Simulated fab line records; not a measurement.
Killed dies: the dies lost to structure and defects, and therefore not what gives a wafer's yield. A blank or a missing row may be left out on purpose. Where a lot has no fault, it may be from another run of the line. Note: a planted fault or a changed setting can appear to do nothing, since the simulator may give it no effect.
Split-lot study    flow n5-finfet    on a route of 1938 steps: 7 lots, 39 wafers read

## THE SPLIT
At N5_HKMG_FIN_EXPOSE_09 (exposes mask NWFM), the setting dose-mj was moved away from the recipe's 39.25 on 15 of the 39 wafers read, by -6.8% to +3.8%. The other wafers ran this setting at the recipe's value.

## FROM THE SPLIT TO THE READING: what the file shows between them, 2 steps
- N5_HKMG_FIN_PEB_10: peb time 60 s
- N5_HKMG_FIN_DEVELOP_11: develop time 30 s

## THE READING
cd-nm (nm) at N5_HKMG_FIN_CD_MEAS_12, where the cd target is 92.8 nm. Fault-free wafers of this fab line usually give 92.5 nm, standard deviation 0.52 nm.

wafer   tool, chamber at the split  dose-mj as run  against the recipe  cd-nm, nm  against lot-mates on the recipe
L075.1  arfi-scanner-01, 0          39.25           recipe              93.1       -
L075.4  arfi-scanner-01, 0          39.25           recipe              93.8       -
L075.5  arfi-scanner-01, 0          39.25           recipe              92.8       -
L076.1  arfi-scanner-03, 0          38.2            -2.7%               91.0       -1.1
L076.2  arfi-scanner-03, 0          39.25           recipe              92.2       -
L076.3  arfi-scanner-03, 0          39.25           recipe              92.2       -
L076.4  arfi-scanner-03, 0          38.2            -2.7%               90.6       -1.5
L076.5  arfi-scanner-03, 0          39.25           recipe              91.9       -
L076.6  arfi-scanner-03, 0          38.2            -2.7%               90.5       -1.6
L077.1  arfi-scanner-01, 0          39.25           recipe              91.9       -
L077.2  arfi-scanner-01, 0          39.25           recipe              92.8       -
L077.3  arfi-scanner-01, 0          39.25           recipe              91.7       -
L077.4  arfi-scanner-01, 0          39.25           recipe              92.5       -
L077.5  arfi-scanner-01, 0          39.25           recipe              91.9       -
L077.6  arfi-scanner-01, 0          39.25           recipe              92.8       -
L078.1  arfi-scanner-03, 0          39.25           recipe              91.9       -
L078.2  arfi-scanner-03, 0          40.46           +3.1%               94.2       +2.4
L078.3  arfi-scanner-03, 0          39.25           recipe              91.6       -
L078.4  arfi-scanner-03, 0          39.25           recipe              91.8       -
L078.5  arfi-scanner-03, 0          40.46           +3.1%               94.1       +2.3
L078.6  arfi-scanner-03, 0          40.46           +3.1%               93.9       +2.1
L084.1  arfi-scanner-03, 0          36.59           -6.8%               88.9       -3.5
L084.2  arfi-scanner-03, 0          39.25           recipe              92.0       -
L084.3  arfi-scanner-03, 0          36.59           -6.8%               87.8       -4.6
L084.4  arfi-scanner-03, 0          36.59           -6.8%               88.1       -4.3
L084.5  arfi-scanner-03, 0          39.25           recipe              92.6       -
L084.6  arfi-scanner-03, 0          39.25           recipe              92.5       -
L085.1  arfi-scanner-02, 0          40.76           +3.8%               95.1       +2.9
L085.2  arfi-scanner-02, 0          40.76           +3.8%               94.5       +2.3
L085.3  arfi-scanner-02, 0          39.25           recipe              91.8       -
L085.4  arfi-scanner-02, 0          39.25           recipe              91.9       -
L085.5  arfi-scanner-02, 0          39.25           recipe              93.0       -
L085.6  arfi-scanner-02, 0          40.76           +3.8%               94.6       +2.4
L089.1  arfi-scanner-02, 0          37.15           -5.4%               88.9       -3.4
L089.2  arfi-scanner-02, 0          39.25           recipe              92.2       -
L089.3  arfi-scanner-02, 0          37.15           -5.4%               88.4       -3.9
L089.4  arfi-scanner-02, 0          39.25           recipe              92.2       -
L089.5  arfi-scanner-02, 0          39.25           recipe              92.4       -
L089.6  arfi-scanner-02, 0          37.15           -5.4%               88.1       -4.2

FIT RESULTS
A straight line over all 39 wafers: cd-nm changes by +0.63 nm for each +1% of dose-mj; r = +0.97; the points scatter about the line by 0.49 nm.
The same after taking each lot's own level away (the mean of its wafers on the recipe; 39 wafers): +0.65 nm for each +1%; r = +0.98; scatter 0.38 nm.
On that fit, the largest move of dose-mj shifts the reading by 4.4 nm.
The span of the lots' own levels, 91.77 to 93.23 nm, comes to 2.8 times the standard deviation stated above.
Consequently the slope shifts little with the lot-to-lot level, the two slopes agreeing.
Check: -4.52 nm against its lot-mates is what the line predicts for one of the wafers moved furthest among these (-6.8%) when that wafer is left out of the fit. Against them it came out at -3.47 nm.

## OTHER SPLITS ON THESE WAFERS
Other splits were also applied to these wafers ahead of the reading. Each is held against what the fit with the lots' levels taken away leaves over:
other split on the same wafers     wafers away from the commonest value  r with cd-nm (lot level and that fit taken away)
N5_WELL_APT_IMPLANT_15 energy-kev  15                                    -0.10
N5_FIN_SAQP_ALD_61 ald-cycles      12                                    +0.05
N5_HKMG_FIN_ETCH_58 bias-w         12                                    +0.17

## FILE'S OWN FIT
cd-nm changes by +0.645 nm for each +1% of dose-mj, r = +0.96.
